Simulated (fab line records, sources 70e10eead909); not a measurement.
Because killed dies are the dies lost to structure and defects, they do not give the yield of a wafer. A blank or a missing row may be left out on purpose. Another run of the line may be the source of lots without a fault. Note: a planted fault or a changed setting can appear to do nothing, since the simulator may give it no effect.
Comparing a struck lot with a sound one ; flow nand_harc ; 34 out of 1302 route steps
Sound: these wafers, L785.1, L785.4, L785.5. Struck: wafers L773.1, L773.2, L773.5. The cause is given at the end.
Order at every step that has rows: each side's tool, ch and its chambers, its first start. Under that, the readings that differ: sound wafers ; struck wafers ; difference of the means ; sigmas: that difference in standard deviations of wafers without a fault.
alike: a reading whose means differ by less than 2 such deviations, as well as words and numbers matching on both sides. not compared: withheld readings; readings where some wafer has no value; bounds like >300 that might hide an equal value; numbers whose values overlap and for which the record gives no deviation.
A row with sigmas, a row that says differs or no value, or rows on one side alone: a step with any of these is where the two part. When numbers do not overlap yet have no deviation, they are printed without sigmas and do not part them. A reading that every wafer of one side lacks parts them only if that side has two wafers or more.

first, 5 steps without rows for these wafers: NHARC_A_ONON_D2_DEP_19 (target thk 1000 nm); NHARC_A_ONON_D2_DEP_22 (target thk 1000 nm); NHARC_A_ONON_D2_DEP_25 (target thk 1000 nm); NHARC_A_ONON_D2_DEP_28 (target thk 1000 nm); NHARC_A_ONON_D2_DEP_33 (deposits SiO2, target thk 200 nm).
NHARC_A_CHANNEL_HOLE_D2_DEP_00: deposits aC, target thk 3100 nm.
  struck on acl_dep-03, day 17 23:47; sound on acl_dep-01 ch 0, day 23 12:11
  no value came back on the struck wafers for susceptor_temp_C (C), throttle_valve_pct (%); on the sound wafers susceptor_temp_C (C) reads 400.00 399.81 399.85
then, 25 steps without rows for these wafers: NHARC_A_CHANNEL_HOLE_D2_DEP_01 (deposits SiON, target thk 140 nm); NHARC_A_CHANNEL_HOLE_D2_DEHYDRATE_02 (time 120 s); NHARC_A_CHANNEL_HOLE_D2_HMDS_03 (time 30 s); NHARC_A_CHANNEL_HOLE_D2_COAT_36 (time 75 s); NHARC_A_CHANNEL_HOLE_D2_COAT_37 (time 65 s); NHARC_A_CHANNEL_HOLE_D2_COAT_04 (resist thk 90 nm); NHARC_A_CHANNEL_HOLE_D2_SOFTBAKE_05 (time 55 s); NHARC_A_CHANNEL_HOLE_D2_EBR_06; NHARC_A_CHANNEL_HOLE_D2_EXPOSE_07 (exposes mask HOLE D2, target cd 100 nm); NHARC_A_CHANNEL_HOLE_D2_PEB_08 (peb time 65 s); NHARC_A_CHANNEL_HOLE_D2_DEVELOP_09 (develop time 35 s); NHARC_A_CHANNEL_HOLE_D2_DESCUM_15 (chemistry O2, time 3 s); NHARC_A_CHANNEL_HOLE_D2_ETCH_38 (etches the open film in CF4, target depth 39 nm, time 65 s); NHARC_A_CHANNEL_HOLE_D2_ETCH_39 (etches the open film in N2/H2, target depth 260 nm, time 325 s); NHARC_A_CHANNEL_HOLE_D2_ETCH_34 (etches the open film in CF4/CHF3, target depth 154 nm, time 77 s); NHARC_A_CHANNEL_HOLE_D2_ETCH_16 (etches the open film in O2/COS, target depth 3100 nm, time 806 s); NHARC_A_CHANNEL_HOLE_D2_ETCH_19 (etches the open film in C4F8/O2/Ar, time 34.5 s); NHARC_A_CHANNEL_HOLE_D2_ETCH_20 (etches the open film in C4F8/O2/Ar, time 361.9 s, target depth 1600 nm); NHARC_A_CHANNEL_HOLE_D2_ETCH_21 (etches the open film in C4F8/O2/Ar, time 514.3 s, target depth 1600 nm); NHARC_A_CHANNEL_HOLE_D2_ETCH_22 (etches the open film in C4F8/O2/Ar, time 666.7 s, target depth 1600 nm); NHARC_A_CHANNEL_HOLE_D2_ETCH_23 (etches the open film in C4F8/O2/Ar, time 819 s, target depth 1600 nm); NHARC_A_CHANNEL_HOLE_D2_ETCH_24 (etches the open film in C4F8/O2/Ar, time 906.2 s, target depth 1500 nm); NHARC_A_CHANNEL_HOLE_D2_ETCH_25 (etches the open film in C4F8/O2/Ar, time 1040.2 s, target depth 1500 nm); NHARC_A_CHANNEL_HOLE_D2_ETCH_26 (etches the open film in C4F8/O2/Ar, time 224.1 s, target depth 300 nm); NHARC_A_CHANNEL_HOLE_D2_ETCH_27 (etches the open film in C4F8/O2/Ar, time 90 s, target depth 400 nm).
NHARC_A_CHANNEL_HOLE_D2_CD_MEAS_31:
  struck on cd_sem-01, day 19 00:58; sound on cd_sem-03, day 23 21:44
reading;sound;struck;difference;sigmas
cd_nm (nm);92.6 90.0 90.0;- - -;no value on the struck wafers;
NHARC_A_CHANNEL_HOLE_D2_INSPECT_40:
  struck on defect_inspect-02, day 19 01:10; sound on defect_inspect-01, day 23 21:55
reading;sound;struck;difference;sigmas
raw_defect_count;289 211 255;3968 3942 3889;+3681;+45
-- record jumps: 12 days between struck wafers' starts before vs after; left off in module A_CHANNEL_HOLE_D2, resumes in module END, first step shown is number 1302 of the route --
NHARC_END_SORT_01:
  at this point the record logs the struck wafers (prober-01 ch 0, day 30 16:33) and has no rows for the sound ones

WHERE THEY PART
First at NHARC_A_CHANNEL_HOLE_D2_DEP_00; last, within this record, at NHARC_END_SORT_01.

WHY: whatever the simulator had introduced
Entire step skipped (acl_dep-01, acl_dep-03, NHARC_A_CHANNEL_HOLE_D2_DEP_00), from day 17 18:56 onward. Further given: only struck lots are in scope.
